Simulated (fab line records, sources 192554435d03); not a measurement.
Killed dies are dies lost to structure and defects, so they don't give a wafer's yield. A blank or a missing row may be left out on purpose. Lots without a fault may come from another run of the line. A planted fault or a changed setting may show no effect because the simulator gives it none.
fab line records | flow n5_finfet
record lots=8 wafers=24 last_day=18
route steps=1938 shown SD_EPI_P@304 SD_ACTIVATION@332 ILD0@338 BEOL_M4@1111 PASSIVATION@1936
lots that met no fault: from a run of the same line without faults
start_h: hours from the record's first day to the start of the lot's first wafer shown | wait_h: hours since the lot's step before | " the same as in the row above | L1.1+2: a row that stands for several wafers | - no value, or no start given | * or withheld: withheld | < > ~ a bound
route shown NAME@n: a module of which the file shows steps, and the number in the route of the first | usual: mean/standard deviation of fault-free wafers | same: alike in all rows | chamber/n: place in a boat | sites: the reading at each site | _std_site: their standard deviation | _edge_site: outer sites' mean less inner sites' | radius_mm: how far each site lies from the wafer's centre | mask NAME#n: copy n | behind: the tool/chamber that last shaped the wafer | hold: why the lot was held/for how many hours/how that ended | device: the transistor (n, p or np) that didn't switch | end of line: the same wafers' tests at the end of the route | a step without rows: its recipe alone | killed: dies lost to structure and defects at the first sort, not the wafer's yield | map: a wafer's dies, x killed, . not, _ none there
set.NAME: the setting as run; set.NAME@STEP: as run at that earlier step | model.NAME: the simulator's own value behind a step, which no gauge read
steps of the route over a sample of lots; a table a step, a row a wafer
services: from which hour (start_h, from the record's first day; less than 0 if before it) a tool's chamber was out of use, for how many hours, and why
## steps
# step N5_SD_EPI_P_OVL_MEAS_10
# recipe points_per_wafer=44
# usual SD_P_BLK_OVL=0.0/0.83
# columns lot.wafer tool chamber start_h wait_h SD_P_BLK_OVL[nm]
L381.1 overlay-01 0 55.13 0.0 0.4
L381.2 " 0 " " -0.5
L381.6 " 0 " " -0.7
L386.2 overlay-02 0 82.54 0.0 1.0
L386.4 " 0 " " 0.4
L386.5 " 0 " " 0.5
L388.1 overlay-01 0 97.03 0.0 0.4
L388.3 " 0 " " 0.2
L388.5 " 0 " " -1.0
L391.2 overlay-02 0 112.06 0.0 0.3
L391.3 " 0 " " 0.2
L391.6 " 0 " " -0.4
L397.3 overlay-01 0 148.18 0.0 0.8
L397.5 " 0 " " 1.0
L397.6 " 0 " " 0.9
L400.1 overlay-02 0 170.89 0.0 -0.8
L400.3 " 0 " " -1.2
L400.6 " 0 " " -0.9
L402.3 overlay-01 0 180.20 0.0 -0.7
L402.4 " 0 " " -1.1
L402.5 " 0 " " -1.6
L403.3 overlay-02 0 196.55 0.0 0.0
L403.4 " 0 " " 0.0
L403.5 " 0 " " 0.1
# step N5_SD_EPI_P_ETCH_16
# recipe chemistry=CHF3/O2 target=SiO2 target_depth_a=50 mask_material=SOC pressure_mtorr=30 source_w=650 bias_w=170 Ar_flow_sccm=200 CHF3_flow_sccm=50 O2_flow_sccm=5 ion_energy_ev=200
# usual drypump_motor_current_A=5.5/0.4 oes_ar_750_au=0.82/0.09 oes_product_au=0.83/0.096 rf_vpp_V=525/5.5 showerhead_plenum_p_Torr=2.44/0.088 throttle_valve_pct=18.91/0.23
# columns lot.wafer tool chamber start_h wait_h drypump_motor_current_A oes_ar_750_au oes_product_au rf_hours_counter_h rf_vpp_V showerhead_plenum_p_Torr throttle_valve_pct
L381.1 rie_diel-04 3 55.81 0.1 6.5 0.75 0.74 183 519 2.31 18.97
L381.2 " 2 " " 5.8 0.72 0.72 192 523 2.49 19.10
L381.6 " 0 " " 5.8 0.70 0.70 - 536 2.49 19.06
L386.2 rie_diel-01 0 83.22 0.1 5.1 0.91 0.92 24 527 2.56 18.80
L386.4 " 1 " " 5.9 0.95 0.95 1 530 2.56 18.36
L386.5 " 0 " " 5.0 0.91 0.92 - 526 2.56 18.81
L388.1 rie_diel-03 1 97.70 0.1 5.9 0.92 0.92 15 521 2.46 18.76
L388.3 " 2 " " 5.4 0.86 0.86 59 520 2.54 19.10
L388.5 " 0 " " 5.3 0.73 0.72 - 514 2.30 19.14
L391.2 rie_diel-04 0 112.73 0.1 5.8 0.69 0.69 222 537 2.48 19.10
L391.3 " 2 " " 5.8 0.71 0.70 206 522 2.49 19.12
L391.6 " 2 " " 5.8 0.71 0.70 - 522 2.49 19.11
L397.3 rie_diel-01 1 148.86 0.1 6.0 0.88 0.89 21 530 2.55 18.39
L397.5 " 3 " " 5.4 0.89 0.90 - 532 2.45 18.80
L397.6 " 0 " " 5.0 0.88 0.89 - 526 2.55 18.84
L400.1 rie_diel-01 2 171.95 0.1 5.5 0.69 0.68 242 524 2.38 19.09
L400.3 " 0 " " 5.1 0.87 0.87 43 525 2.55 18.85
L400.6 " 2 " " 5.6 0.69 0.70 - 522 2.38 19.10
L402.3 rie_diel-04 3 180.87 0.1 6.4 0.72 0.70 215 518 2.30 19.01
L402.4 " 2 " " 5.7 0.69 0.69 - 522 2.48 19.15
L402.5 " 3 " " 6.5 0.72 0.70 - 519 2.30 19.00
L403.3 rie_diel-04 0 197.22 0.1 5.8 0.67 0.67 248 537 2.47 19.14
L403.4 " 0 " " 5.8 0.67 0.67 - 536 2.47 19.13
L403.5 " 1 " " 5.7 0.82 0.82 - 530 2.34 18.55
# step N5_SD_EPI_P_EPI_21
# recipe material=SiGe:B dopant=B temp_c=550 pressure_torr=20 ambient=H2 time_s=355
# usual chamber_pressure_Torr=20.00/0.041 susceptor_temp_C=550.07/0.26 susceptor_temp_C_max=551.1/0.34
# same time_s=355
# columns lot.wafer tool chamber start_h wait_h chamber_pressure_Torr susceptor_temp_C susceptor_temp_C_max
L381.1 epi_rpcvd-03 0 56.55 0.1 20.05 550.06 551.1
L381.2 " 0 " " 20.01 550.06 551.2
L381.6 " 0 58.35 1.8 20.04 550.18 551.4
L386.2 epi_rpcvd-02 0 84.31 0.5 19.96 549.79 550.5
L386.4 " 0 " " 19.96 550.74 551.8
L386.5 " 0 " " 19.90 550.25 551.7
L388.1 epi_rpcvd-03 0 98.43 0.1 19.98 550.21 551.5
L388.3 " 0 " " 19.98 549.95 551.4
L388.5 " 0 " " 19.98 550.12 551.3
L391.2 epi_rpcvd-04 0 114.01 0.5 19.93 550.52 551.2
L391.3 " 0 " " 19.99 550.42 551.4
L391.6 " 0 115.45 1.8 19.98 550.40 551.1
L397.3 epi_rpcvd-04 0 150.71 1.1 19.97 549.60 550.4
L397.5 " 0 " " 19.93 550.28 551.1
L397.6 " 0 " " 20.07 550.13 550.9
L400.1 epi_rpcvd-03 0 172.80 0.2 20.00 554.36 555.5
L400.3 " 0 " " 20.00 554.38 555.6
L400.6 " 0 175.20 2.4 20.00 554.18 555.3
L402.3 epi_rpcvd-03 0 182.69 1.1 19.96 554.11 555.3
L402.4 " 0 " " 20.00 553.77 555.1
L402.5 " 0 " " 20.00 554.12 555.2
L403.3 epi_rpcvd-04 0 199.04 1.1 20.04 549.32 550.2
L403.4 " 0 " " 20.06 549.97 550.6
L403.5 " 0 " " 19.95 549.84 550.5
# step N5_SD_EPI_P_EPI_MEAS_23
# recipe mode=xrd
# usual thk_nm=61.0/1.1
# columns lot.wafer tool chamber start_h wait_h thk_nm
L381.1 film_metro-01 - 58.75 1.8 62.1
L381.2 " - " " 62.1
L381.6 " - " " 63.4
L386.2 film_metro-02 - 86.14 1.5 62.9
L386.4 " - " " 62.5
L386.5 " - " " 60.2
L388.1 film_metro-02 - 100.63 1.8 61.3
L388.3 " - " " 62.3
L388.5 " - " " 60.8
L391.2 film_metro-02 - 115.85 1.5 61.1
L391.3 " - " " 60.7
L391.6 " - " " 60.2
L397.3 film_metro-01 - 152.67 1.5 61.7
L397.5 " - " " 61.9
L397.6 " - " " 60.4
L400.1 film_metro-01 - 175.71 2.4 65.7
L400.3 " - " " 65.8
L400.6 " - " " 65.1
L402.3 film_metro-02 - 184.65 1.5 66.9
L402.4 " - " " 68.4
L402.5 " - " " 67.3
L403.3 film_metro-02 - 201.02 1.5 59.4
L403.4 " - " " 57.6
L403.5 " - " " 59.4
# step N5_SD_ACTIVATION_RS_MEAS_03
# recipe thk_meas_gauge=four-point-probe
# usual RS_SD_N=21.85/0.27 RS_SD_P=56.2/0.78
# columns lot.wafer tool chamber start_h wait_h RS_SD_N[ohm/sq] RS_SD_P[ohm/sq]
L381.1 film_metro-01 - 59.36 0.2 22.04 55.6
L381.2 " - " " 21.77 55.2
L381.6 " - " " 21.88 55.1
L386.2 film_metro-01 - 86.78 0.2 21.50 56.1
L386.4 " - " " 21.48 56.6
L386.5 " - " " 21.79 57.0
L388.1 film_metro-01 - 101.37 0.2 22.06 55.4
L388.3 " - " " 22.37 56.1
L388.5 " - " " 22.30 56.4
L391.2 film_metro-01 - 116.64 0.2 22.01 55.3
L391.3 " - " " 21.82 55.4
L391.6 " - " " 21.76 55.8
L397.3 film_metro-01 - 153.33 0.2 22.03 55.9
L397.5 " - " " 22.16 56.1
L397.6 " - " " 22.25 56.4
L400.1 film_metro-01 - 176.32 0.2 22.05 51.9
L400.3 " - " " 22.14 51.6
L400.6 " - " " 22.14 52.0
L402.3 film_metro-01 - 185.31 0.2 21.68 49.8
L402.4 " - " " 22.09 49.8
L402.5 " - " " 21.67 49.7
L403.3 film_metro-02 - 201.74 0.2 22.01 56.9
L403.4 " - " " 21.94 57.9
L403.5 " - " " 21.81 56.4
# step N5_ILD0_CMP_03
# recipe stop_on=SiNx t_overpolish_s=1.9 post_cmp_clean=alkaline_brush down_force_psi=4.1491 platen_rpm=51.796 pad_velocity_m_s=1.0306 target_thk_nm=197.38
# usual head_pressure_psi=4.150/0.01 motor_current_A=12.8/1.2 overpolish_run_s=1.899/0.0086 time_to_endpoint_s=70/3.4
# columns lot.wafer tool chamber start_h wait_h head_pressure_psi motor_current_A overpolish_run_s time_to_endpoint_s
L381.1 cmp-01 2 62.15 0.1 4.151 14.9 1.902 66
L381.2 " 3 " " 4.135 12.9 1.916 64
L381.6 " 0 " " 4.151 12.9 1.904 65
L386.2 cmp-03 1 89.71 0.0 4.149 11.0 1.906 67
L386.4 " 0 " " 4.147 12.3 1.901 71
L386.5 " 2 " " 4.151 12.9 1.900 66
L388.3 cmp-03 1 104.09 0.0 4.150 10.5 1.886 65
L388.1 " 0 " " 4.142 12.3 1.903 66
L388.5 " 2 " " 4.155 12.4 1.898 65
L391.3 cmp-03 2 119.34 0.0 4.142 12.3 1.896 68
L391.2 " 1 " " 4.154 11.2 1.901 73
L391.6 " 3 " " 4.163 13.8 1.893 74
L397.3 cmp-02 3 156.51 0.1 4.153 10.5 1.909 66
L397.5 " 2 " " 4.145 11.3 1.909 66
L397.6 " 3 " " 4.149 11.1 1.895 66
L400.3 cmp-01 3 179.14 0.0 4.152 13.0 1.895 72
L400.1 " 2 " " 4.167 14.2 1.884 71
L400.6 " 3 " " 4.167 13.1 1.885 71
L402.3 cmp-02 1 188.35 0.0 4.148 14.7 1.896 73
L402.4 " 2 " " 4.135 11.4 1.895 72
L402.5 " 1 " " 4.135 15.1 1.880 71
L403.4 cmp-02 1 204.42 0.0 4.144 15.4 1.894 69
L403.3 " 3 " " 4.141 11.2 1.893 67
L403.5 " 1 " " 4.126 14.9 1.886 69
# step N5_BEOL_M4_RC_MEAS_101
# usual DIBL_N=36.4/1.3 DIBL_P=36.5/1.7 IOFF_N=0.154/0.022 IOFF_P=0.202/0.025 ION_N=671/9.8 ION_P=460/6.8 RS_SD_P=66.0/0.93 SS_N=71.6/0.54 SS_P=73.4/0.58 VT_N=250.9/2.8 VT_P=-251.4/2.7
# columns lot.wafer tool chamber start_h wait_h DIBL_N[mV/V] DIBL_P[mV/V] IOFF_N[nA/um] IOFF_P[nA/um] ION_N[uA/um] ION_P[uA/um] RS_SD_P[ohm/sq] SS_N[mV/dec] SS_P[mV/dec] VT_N[mV] VT_P[mV]
L381.1 prober-01 0 167.88 0.0 39.0 37.2 0.176 0.213 686 469 65.8 73.3 74.2 247.0 -251.2
L381.2 " 0 " " 39.4 37.7 0.183 0.222 683 461 64.6 72.5 74.1 247.6 -249.5
L381.6 " 0 " " 40.5 39.9 0.224 0.259 697 477 64.7 72.8 74.2 244.5 -250.8
L386.2 prober-02 0 194.46 0.2 36.6 37.2 0.147 0.204 679 463 66.0 72.0 73.4 249.0 -249.7
L386.4 " 0 " " 36.0 36.3 0.145 0.201 694 469 66.4 71.6 72.9 250.9 -250.8
L386.5 " 0 " " 35.3 35.5 0.134 0.183 665 460 66.4 71.7 73.3 251.9 -252.3
L388.1 prober-02 0 220.06 0.0 35.0 35.0 0.147 0.186 666 460 65.8 71.6 73.4 252.3 -252.5
L388.3 " 0 " " 35.8 36.2 0.169 0.206 679 465 66.6 71.2 73.2 249.0 -253.1
L388.5 " 0 " " 35.1 34.2 0.147 0.174 666 449 66.5 71.5 73.8 252.8 -252.6
L391.2 prober-01 0 220.87 0.2 37.0 36.6 0.162 0.231 680 472 65.0 71.5 73.0 248.9 -249.5
L391.3 " 0 " " 36.2 35.5 0.148 0.208 674 463 64.9 71.1 72.7 249.8 -251.7
L391.6 " 0 " " 35.5 34.2 0.134 0.188 671 462 65.5 71.2 71.7 249.6 -250.8
L397.3 prober-01 0 265.63 0.3 33.6 33.9 0.125 0.181 662 457 66.4 70.7 72.4 255.2 -250.4
L397.5 " 0 " " 34.6 35.4 0.136 0.197 671 463 66.4 71.0 73.3 252.1 -249.0
L397.6 " 0 " " 35.3 36.2 0.144 0.205 667 457 67.1 71.8 73.4 253.1 -250.7
L400.1 prober-01 0 282.60 0.0 35.8 35.4 0.135 0.242 661 471 61.8 70.9 73.0 253.4 -247.6
L400.3 " 0 " " 38.0 37.1 0.161 0.279 656 467 61.2 72.7 73.9 249.9 -245.6
L400.6 " 0 " " 36.2 35.9 0.139 0.261 655 463 61.0 71.7 73.3 252.5 -243.7
L402.3 prober-02 0 287.61 0.3 38.7 40.8 0.203 0.265 671 466 57.8 73.0 74.2 248.8 -247.1
L402.4 " 0 " " 37.7 40.4 0.184 0.253 675 461 58.6 72.1 74.4 249.9 -247.8
L402.5 " 0 " " 38.3 41.5 0.213 0.283 679 466 58.6 72.4 73.9 248.1 -246.0
L403.3 prober-01 0 310.98 0.3 34.7 34.7 0.130 0.191 662 459 66.6 71.6 72.5 253.3 -251.2
L403.4 " 0 " " 35.0 35.3 0.134 0.199 679 466 67.3 70.6 72.7 251.0 -248.1
L403.5 " 0 " " 35.2 36.0 0.145 0.215 672 464 66.9 71.2 72.4 250.8 -249.1
# step N5_PASSIVATION_PROBE_49
# usual defect_limited_yield=91.1/1.3 killed_at_M0_to_M3=34/10 killed_at_M4_up=14/5.7 killed_at_contacts=12/5.9 killed_at_front_end=41/12 killed_at_other=4/3.1 killed_dies=105/15 killed_open=69/11 killed_short=35/7.8 sort_bin_5_function=5.3/0.81 sort_bin_6_memory=3.3/0.75 sort_bin_8_speed=0.00/0.007 sort_n_pass=1075/15 sort_yield_pct=91.1/1.3
# same gross_dies=1180 killed_at_back_side=0 sort_bin_4_leakage[%]=0
# columns lot.wafer tool chamber start_h wait_h defect_limited_yield[%] killed_at_M0_to_M3 killed_at_M4_up killed_at_contacts killed_at_front_end killed_at_other killed_dies killed_open killed_short sort_bin_5_function[%] sort_bin_6_memory[%] sort_bin_8_speed[%] sort_n_pass sort_yield_pct[%]
L391.6 prober-02 - 336.39 0.3 90.9 19 5 17 61 5 107 63 43 4.8 3.8 0 1073 90.9
# killed by level:class
L391.6 FIN_SAQP:geometric_particle:short=16 FIN_SAQP:geometric_particle:open=13 MOL_CONTACT_COAG:geometric_particle:open=11 BEOL_M3:geometric_particle:open=9 MOL_CONTACT_COAG:geometric_particle:short=6 DUMMY_GATE:geometric_particle:open=5 GATE_CUT:geometric_particle:open=5 STARTING-WAFER:geometric_particle:short=5
## services
# columns tool chamber start_h hours kind
rie_diel-01 3 44.83 2.5 repair
cmp-02 - 47.75 3.6 repair
cmp-01 - 53.29 4.0 pm
rie_diel-01 1 58.19 - clean
rie_diel-04 1 89.19 5.1 repair
rie_diel-01 0 102.36 22.0 repair
cmp-01 - 103.32 4.2 pm
epi_rpcvd-02 - 104.08 27.2 pm
rie_diel-04 1 105.96 14.5 repair
rie_diel-04 3 120.72 9.8 repair
cmp-03 - 124.34 7.2 pm
cmp-02 - 134.51 5.8 pm
cmp-01 - 138.85 1.5 repair
cmp-02 - 141.38 4.0 pm
rie_diel-03 2 147.89 8.5 repair
rie_diel-04 - 150.63 0.2 repair
epi_rpcvd-03 - 150.90 1.0 repair
epi_rpcvd-04 - 158.23 6.0 pm
cmp-01 - 159.35 8.3 repair
rie_diel-01 2 163.08 6.8 repair
rie_diel-04 0 179.56 5.8 repair
rie_diel-04 3 185.77 45.5 repair
cmp-01 - 189.30 1.0 repair
cmp-02 - 201.67 0.3 repair
## key
first_sign step=N5_SD_EPI_P_EPI_21 reading=susceptor_temp_C direction=up sigmas=16 usual=* struck=*
effect step=N5_SD_EPI_P_EPI_21 reading=susceptor_temp_C_max direction=up sigmas=12 usual=* struck=*
effect step=N5_SD_EPI_P_EPI_MEAS_23 reading=thk_nm direction=up sigmas=4.9 usual=* struck=*
effect step=N5_SD_ACTIVATION_RS_MEAS_03 reading=RS_SD_P direction=down sigmas=6.9 usual=56.2 struck=50.8
effect step=N5_BEOL_M4_RC_MEAS_101 reading=RS_SD_P direction=down sigmas=6.7 usual=66.0 struck=59.8
met_at N5_SD_EPI_P_EPI_21
struck_lots L400,L402
not_acting_at N5_SD_EPI_P_OVL_MEAS_10,N5_SD_EPI_P_ETCH_16,N5_ILD0_CMP_03
onset_between 98.43 172.80
fault kind=process_parameter_drift tool=epi_rpcvd-03 chamber=- onset_h=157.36 steps=N5_SD_EPI_P_EPI_21 channel=temp_c offset=* shape=step end_h=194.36 acts_in=* stated=*
